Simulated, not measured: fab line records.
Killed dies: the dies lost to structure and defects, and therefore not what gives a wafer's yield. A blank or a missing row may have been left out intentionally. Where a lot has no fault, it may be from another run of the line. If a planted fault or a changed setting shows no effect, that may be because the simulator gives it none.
Split-lot study | flow n5Finfet | 21 wafers read across 7 lots, on a route 1938 steps long

THE SPLIT ITSELF
At N5_WELL_APT_COAT_02 (resist thk 950 nm), the setting spinRpm was moved away from the recipe's 1357 rpm on 6 of the 21 wafers read, by -7.2% to +9.5%. The other wafers ran this setting at the recipe's value.

The reading is taken at the split's own step.

THE READING
coat_of_WELL_APT_COAT_02.thkNm (the simulator's own value, which no gauge read), in nm, at N5_WELL_APT_COAT_02 (resist thk 950 nm). The file does not state a usual value for it. Here, 15 wafers ran the recipe; their average is 950.6 nm with a standard deviation of 3 nm.

wafer  | tool, chamber at the split | spinRpm as run, rpm | against the recipe | coat_of_WELL_APT_COAT_02.thkNm, nm | against lot-mates on the recipe
L074.2 | lithoTrack-05, 0           | 1357                | recipe             | 949.9                              | -
L074.4 | lithoTrack-05, 0           | 1357                | recipe             | 953.1                              | -
L074.6 | lithoTrack-05, 0           | 1357                | recipe             | 953.6                              | -
L076.1 | lithoTrack-04, 0           | 1446                | +6.6%              | 921                                | -32.9
L076.4 | lithoTrack-04, 0           | 1357                | recipe             | 953.9                              | -
L076.6 | lithoTrack-04, 0           | 1446                | +6.6%              | 927.3                              | -26.6
L080.1 | lithoTrack-04, 0           | 1357                | recipe             | 954.6                              | -
L080.4 | lithoTrack-04, 0           | 1357                | recipe             | 953.9                              | -
L080.5 | lithoTrack-04, 0           | 1486                | +9.5%              | 910.2                              | -44.0
L083.1 | lithoTrack-05, 0           | 1357                | recipe             | 950.4                              | -
L083.3 | lithoTrack-05, 0           | 1357                | recipe             | 949.4                              | -
L083.5 | lithoTrack-05, 0           | 1357                | recipe             | 950.5                              | -
L089.1 | lithoTrack-01, 0           | 1357                | recipe             | 945.9                              | -
L089.3 | lithoTrack-01, 0           | 1357                | recipe             | 947.8                              | -
L089.5 | lithoTrack-01, 0           | 1259                | -7.2%              | 984.7                              | +37.9
L096.3 | lithoTrack-05, 0           | 1357                | recipe             | 947                                | -
L096.5 | lithoTrack-05, 0           | 1357                | recipe             | 946.2                              | -
L096.6 | lithoTrack-05, 0           | 1357                | recipe             | 948.9                              | -
L097.1 | lithoTrack-04, 0           | 1293                | -4.7%              | 981.2                              | +27.3
L097.2 | lithoTrack-04, 0           | 1357                | recipe             | 953.9                              | -
L097.5 | lithoTrack-04, 0           | 1293                | -4.7%              | 978.9                              | +25.0

THE FIT
A straight line over all 21 wafers: coat_of_WELL_APT_COAT_02.thkNm changes by -4.63 nm for each +1% of spinRpm; r = -0.98; the points scatter about the line by 3.8 nm.
The same after taking each lot's own level away (the mean of its wafers on the recipe; 21 wafers): -4.88 nm for each +1%; r = -0.99; scatter 1.9 nm.
Per that fit: largest spinRpm move, reading shift of 46 nm.
The lots' own levels span 946.85 to 954.25 nm, that is 2.5 times the standard deviation above.
The two slopes are in agreement: the lot-to-lot level therefore moves the slope only a little.
Check: with one of the wafers moved furthest among these (+9.5%) left out of the fit, the line predicts -46.6 nm for it against its lot-mates. Against them it came out at -44 nm.

FILE'S OWN FIT
coat_of_WELL_APT_COAT_02.thkNm changes by -4.86 nm for each +1% of spinRpm, r = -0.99.
